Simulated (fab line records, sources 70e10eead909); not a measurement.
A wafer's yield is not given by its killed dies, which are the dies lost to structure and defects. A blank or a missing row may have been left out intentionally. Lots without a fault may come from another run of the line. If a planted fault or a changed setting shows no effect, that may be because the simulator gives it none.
What tool caused it? :: flow nand harc :: Sampling: 13 lots, 39 wafers, 6 of 1159 route steps

WHAT THE GAUGES SHOWED, per wafer
NHARC_P_M2_CD_MEAS_16. Usual: cd nm 169.9 nm, standard deviation 0.78.
lot: L269
measured: day 5 21:52
on: cd sem-02
cd nm (nm): 168.3 169.2 169.1
flag: 

lot: L271
measured: day 6 07:53
on: cd sem-01
cd nm (nm): 170.2 168.9 169.4
flag: 

lot: L270
measured: day 6 08:21
on: cd sem-03
cd nm (nm): 170.6 169.1 169.8
flag: 

lot: L273
measured: day 7 01:31
on: cd sem-02
cd nm (nm): 171.1 170.8 171.5
flag: 

lot: L272
measured: day 7 01:47
on: cd sem-02
cd nm (nm): 170.1 169.0 170.1
flag: 

lot: L274
measured: day 7 11:28
on: cd sem-03
cd nm (nm): 170.5 169.9 170.3
flag: 

lot: L275
measured: day 7 17:22
on: cd sem-03
cd nm (nm): 169.6 170.4 170.5
flag: 

lot: L278
measured: day 8 09:13
on: cd sem-03
cd nm (nm): 169.7 168.7 169.0
flag: 

lot: L279
measured: day 8 14:58
on: cd sem-02
cd nm (nm): 169.5 169.0 170.7
flag: 

lot: L281
measured: day 9 11:09
on: cd sem-03
cd nm (nm): 169.9 169.2 169.1
flag: 

lot: L283
measured: day 9 11:34
on: cd sem-03
cd nm (nm): 170.6 170.4 171.3
flag: 

lot: L282
measured: day 9 12:10
on: cd sem-02
cd nm (nm): 171.4 170.0 170.1
flag: 

lot: L291
measured: day 11 15:10
on: cd sem-02
cd nm (nm): 169.0 170.1 169.8
flag: 

NHARC_END_SORT_01. Usual: defect limited yield 95.4 %, standard deviation 1.7; killed at array 27, standard deviation 11; killed at other 0.6, standard deviation 0.89; killed at periphery 3.0, standard deviation 2.4; killed dies 31, standard deviation 12; killed open 3.2, standard deviation 1.6; killed short 2.0, standard deviation 1.5; sort_bin_2_pct 1.5 %, standard deviation 0.69; sort_bin_3_pct 0.23 %, standard deviation 0.22; sort_bin_4_pct 2.9 %, standard deviation 1.1; sort n pass 646, standard deviation 12; sort rim yield pct 94 %, standard deviation 3.3; sort yield pct 95.4 %, standard deviation 1.7.
lot: L272
measured: day 20 08:45
on: prober-02
defect limited yield (%): 98.5 97.9 97.6
killed at array: 10 12 12
killed at other: 0 0 0
killed at periphery: 0 2 4
killed dies: 10 14 16
killed open: 5 4 3
killed short: 0 0 4
sort_bin_2_pct (%): 0.3 0.7 0.9
sort_bin_3_pct (%): 0 0 0
sort_bin_4_pct (%): 1.2 1.3 1.5
sort n pass: 667 663 661
sort rim yield pct (%): 97 99 97
sort yield pct (%): 98.5 97.9 97.6
flag: 

lot: L282
measured: day 22 03:23
on: prober-02
defect limited yield (%): 92.9 93.2 94.1
killed at array: 45 45 38
killed at other: 0 0 0
killed at periphery: 3 1 2
killed dies: 48 46 40
killed open: 2 3 4
killed short: 2 1 4
sort_bin_2_pct (%): 1.9 3.0 2.1
sort_bin_3_pct (%): 0.15 0.44 0.15
sort_bin_4_pct (%): 5.0 3.4 3.7
sort n pass: 629 631 637
sort rim yield pct (%): 92 86 93
sort yield pct (%): 92.9 93.2 94.1
flag: 

lot: L291
measured: day 25 01:19
on: prober-01
defect limited yield (%): 97.0 95.9 96.9
killed at array: 17 28 20
killed at other: 0 0 1
killed at periphery: 3 0 0
killed dies: 20 28 21
killed open: 5 2 3
killed short: 2 2 3
sort_bin_2_pct (%): 0.4 1.6 0.9
sort_bin_3_pct (%): 0.15 0 0.15
sort_bin_4_pct (%): 2.4 2.5 2.1
sort n pass: 657 649 656
sort rim yield pct (%): 95 98 97
sort yield pct (%): 97.0 95.9 96.9
flag: 

WHAT TOOL EACH LOT RAN ON (gives the tool, then ch and the chambers of the sampled wafers, and finally the start)
lot: L269
NHARC_P_M2_ECD_22: ecd cu-01 ch 0,1, day 5 22:57
NHARC_P_M2_CMP_23: cmp-01 ch 1,2,3, day 5 23:41
NHARC_P_M2_PRE_CLEAN_32: pecvd-04 ch 0,2, day 6 00:14
NHARC_P_M2_DEP_33: pecvd-04 ch 0,2, day 6 00:19

lot: L271
NHARC_P_M2_ECD_22: ecd cu-02 ch 0,1, day 6 08:58
NHARC_P_M2_CMP_23: cmp-04 ch 0,2, day 6 09:43
NHARC_P_M2_PRE_CLEAN_32: pecvd-02 ch 0,2, day 6 10:13
NHARC_P_M2_DEP_33: pecvd-02 ch 0,2, day 6 10:18

lot: L270
NHARC_P_M2_ECD_22: ecd cu-02 ch 0,1, day 6 09:32
NHARC_P_M2_CMP_23: cmp-04 ch 0,2, day 6 10:11
NHARC_P_M2_PRE_CLEAN_32: pecvd-02 ch 1,2, day 6 11:06
NHARC_P_M2_DEP_33: pecvd-02 ch 1,2, day 6 11:12

lot: L273
NHARC_P_M2_ECD_22: ecd cu-02 ch 0,1, day 7 02:41
NHARC_P_M2_CMP_23: cmp-02 ch 0,1,2, day 7 03:23
NHARC_P_M2_PRE_CLEAN_32: pecvd-02 ch 0,2, day 7 03:55
NHARC_P_M2_DEP_33: pecvd-02 ch 0,2, day 7 04:01

lot: L272
NHARC_P_M2_ECD_22: ecd cu-01 ch 0,1, day 7 02:53
NHARC_P_M2_CMP_23: cmp-04 ch 0,2,3, day 7 03:37
NHARC_P_M2_PRE_CLEAN_32: pecvd-03 ch 0,1, day 7 04:09
NHARC_P_M2_DEP_33: pecvd-03 ch 0,1, day 7 04:16

lot: L274
NHARC_P_M2_ECD_22: ecd cu-02 ch 0,1, day 7 12:32
NHARC_P_M2_CMP_23: cmp-02 ch 1,3, day 7 13:16
NHARC_P_M2_PRE_CLEAN_32: pecvd-04 ch 0,2, day 7 13:57
NHARC_P_M2_DEP_33: pecvd-04 ch 0,2, day 7 14:03

lot: L275
NHARC_P_M2_ECD_22: ecd cu-01 ch 0,1, day 7 18:34
NHARC_P_M2_CMP_23: cmp-04 ch 0,2,3, day 7 19:40
NHARC_P_M2_PRE_CLEAN_32: pecvd-04 ch 0,1, day 7 20:09
NHARC_P_M2_DEP_33: pecvd-04 ch 0,1, day 7 20:14

lot: L278
NHARC_P_M2_ECD_22: ecd cu-01 ch 0,1, day 8 10:18
NHARC_P_M2_CMP_23: cmp-01 ch 0,3, day 8 11:01
NHARC_P_M2_PRE_CLEAN_32: pecvd-04 ch 0,1,2, day 8 11:34
NHARC_P_M2_DEP_33: pecvd-04 ch 0,1,2, day 8 11:38

lot: L279
NHARC_P_M2_ECD_22: ecd cu-01 ch 0,1, day 8 16:09
NHARC_P_M2_CMP_23: cmp-02 ch 0,2,3, day 8 16:48
NHARC_P_M2_PRE_CLEAN_32: pecvd-02 ch 0,1,2, day 8 17:19
NHARC_P_M2_DEP_33: pecvd-02 ch 0,1,2, day 8 17:24

lot: L281
NHARC_P_M2_ECD_22: ecd cu-02 ch 0,1, day 9 12:16
NHARC_P_M2_CMP_23: cmp-01 ch 1,2, day 9 12:59
NHARC_P_M2_PRE_CLEAN_32: pecvd-02 ch 0,1,2, day 9 13:31
NHARC_P_M2_DEP_33: pecvd-02 ch 0,1,2, day 9 13:36

lot: L283
NHARC_P_M2_ECD_22: ecd cu-02 ch 0,1, day 9 12:46
NHARC_P_M2_CMP_23: cmp-01 ch 1,2,3, day 9 13:43
NHARC_P_M2_PRE_CLEAN_32: pecvd-03 ch 1,2, day 9 14:16
NHARC_P_M2_DEP_33: pecvd-03 ch 1,2, day 9 14:20

lot: L282
NHARC_P_M2_ECD_22: ecd cu-02 ch 0, day 9 13:18
NHARC_P_M2_CMP_23: cmp-01 ch 0,2,3, day 9 14:51
NHARC_P_M2_PRE_CLEAN_32: pecvd-03 ch 0,1,2, day 9 15:23
NHARC_P_M2_DEP_33: pecvd-03 ch 0,1,2, day 9 15:29

lot: L291
NHARC_P_M2_ECD_22: ecd cu-02 ch 0,1, day 11 16:28
NHARC_P_M2_CMP_23: cmp-02 ch 0,2,3, day 11 18:08
NHARC_P_M2_PRE_CLEAN_32: pecvd-02 ch 0,1, day 11 18:41
NHARC_P_M2_DEP_33: pecvd-02 ch 0,1, day 11 18:49
- NHARC_P_M2_ECD_22: material Cu, target thk 400 nm.
- NHARC_P_M2_CMP_23: polishes, t overpolish 20 s, target thk 144.3 nm.
- NHARC_P_M2_PRE_CLEAN_32: time 12 s.
- NHARC_P_M2_DEP_33: deposits SiCN, target thk 30 nm.

AS READ BY THE TOOLS THEMSELVES (means over the sampled wafers that have a number; for cases with no such wafer, the mark the record gives instead)
NHARC_P_M2_CMP_23. Usual: motor current A 11.8 A, standard deviation 0.93; time to endpoint s 28.7 s, standard deviation 2.4.
lot: L269
tool: cmp-01
motor current A (A): 11.9
time to endpoint s (s): 29.2
flag: 

lot: L271
tool: cmp-04
motor current A (A): 12.8
time to endpoint s (s): 32.8
flag: 

lot: L270
tool: cmp-04
motor current A (A): 13.3
time to endpoint s (s): 27.8
flag: 

lot: L273
tool: cmp-02
motor current A (A): 11.6
time to endpoint s (s): 31.1
flag: 

lot: L272
tool: cmp-04
motor current A (A): 11.7
time to endpoint s (s): 28.7
flag: 

lot: L274
tool: cmp-02
motor current A (A): 11.4
time to endpoint s (s): 29.7
flag: 

lot: L275
tool: cmp-04
motor current A (A): 11.6
time to endpoint s (s): 33.2
flag: 

lot: L278
tool: cmp-01
motor current A (A): 11.7
time to endpoint s (s): 27.9
flag: 

lot: L279
tool: cmp-02
motor current A (A): 10.9
time to endpoint s (s): 31.1
flag: 

lot: L281
tool: cmp-01
motor current A (A): 11.8
time to endpoint s (s): 27.5
flag: 

lot: L283
tool: cmp-01
motor current A (A): 11.4
time to endpoint s (s): 27.4
flag: 

lot: L282
tool: cmp-01
motor current A (A): 11.5
time to endpoint s (s): 54.8
flag: OFF

lot: L291
tool: cmp-02
motor current A (A): 11.2
time to endpoint s (s): 53.7
flag: OFF

NHARC_P_M2_PRE_CLEAN_32. Usual: heater power w 638 W, standard deviation 84.
lot: L269
tool: pecvd-04
heater power w (W): 699
flag: 

lot: L271
tool: pecvd-02
heater power w (W): 569
flag: 

lot: L270
tool: pecvd-02
heater power w (W): 673
flag: 

lot: L273
tool: pecvd-02
heater power w (W): 634
flag: 

lot: L272
tool: pecvd-03
heater power w (W): 624
flag: 

lot: L274
tool: pecvd-04
heater power w (W): 720
flag: 

lot: L275
tool: pecvd-04
heater power w (W): 656
flag: 

lot: L278
tool: pecvd-04
heater power w (W): 664
flag: 

lot: L279
tool: pecvd-02
heater power w (W): 601
flag: 

lot: L281
tool: pecvd-02
heater power w (W): 609
flag: 

lot: L283
tool: pecvd-03
heater power w (W): 538
flag: 

lot: L282
tool: pecvd-03
heater power w (W): 636
flag: 

lot: L291
tool: pecvd-02
heater power w (W): 544
flag: 

NHARC_P_M2_DEP_33. Usual: heater power w 578 W, standard deviation 80.
lot: L269
tool: pecvd-04
heater power w (W): 573
flag: 

lot: L271
tool: pecvd-02
heater power w (W): 534
flag: 

lot: L270
tool: pecvd-02
heater power w (W): 540
flag: 

lot: L273
tool: pecvd-02
heater power w (W): 520
flag: 

lot: L272
tool: pecvd-03
heater power w (W): 573
flag: 

lot: L274
tool: pecvd-04
heater power w (W): 682
flag: 

lot: L275
tool: pecvd-04
heater power w (W): 700
flag: 

lot: L278
tool: pecvd-04
heater power w (W): 616
flag: 

lot: L279
tool: pecvd-02
heater power w (W): 513
flag: 

lot: L281
tool: pecvd-02
heater power w (W): 535
flag: 

lot: L283
tool: pecvd-03
heater power w (W): 574
flag: 

lot: L282
tool: pecvd-03
heater power w (W): 605
flag: 

lot: L291
tool: pecvd-02
heater power w (W): 507
flag: 

THE ANSWER, worked out from the rows above alone
Rule: lot off if the mean of its wafers having a number is beyond 3 standard deviations from the usual mean. Also off: a lot with no number at a reading for which 4 or more lots have one. All remaining lots with rows at the step are treated as sound. After the gauges, taken in route order, come the tools' own readings; for these a lot's mean is taken, as printed above. At the first step where some lot is off, the reading lying furthest off is the one used; lots without a number count as furthest.
Off at NHARC_P_M2_CMP_23 (time to endpoint s): L282, L291.
If a tool, at that step or one of the process steps before it, ran each lot that is off and ran no sound lot following the first of them, it fits. One fits: ecd cu-02 at NHARC_P_M2_ECD_22. A fault onset in the window from L283 (day 9 12:46, its last sound lot) to L282 (day 9 13:18, its first lot off) fits.

WHAT HAD BEEN PUT IN BY THE SIMULATOR
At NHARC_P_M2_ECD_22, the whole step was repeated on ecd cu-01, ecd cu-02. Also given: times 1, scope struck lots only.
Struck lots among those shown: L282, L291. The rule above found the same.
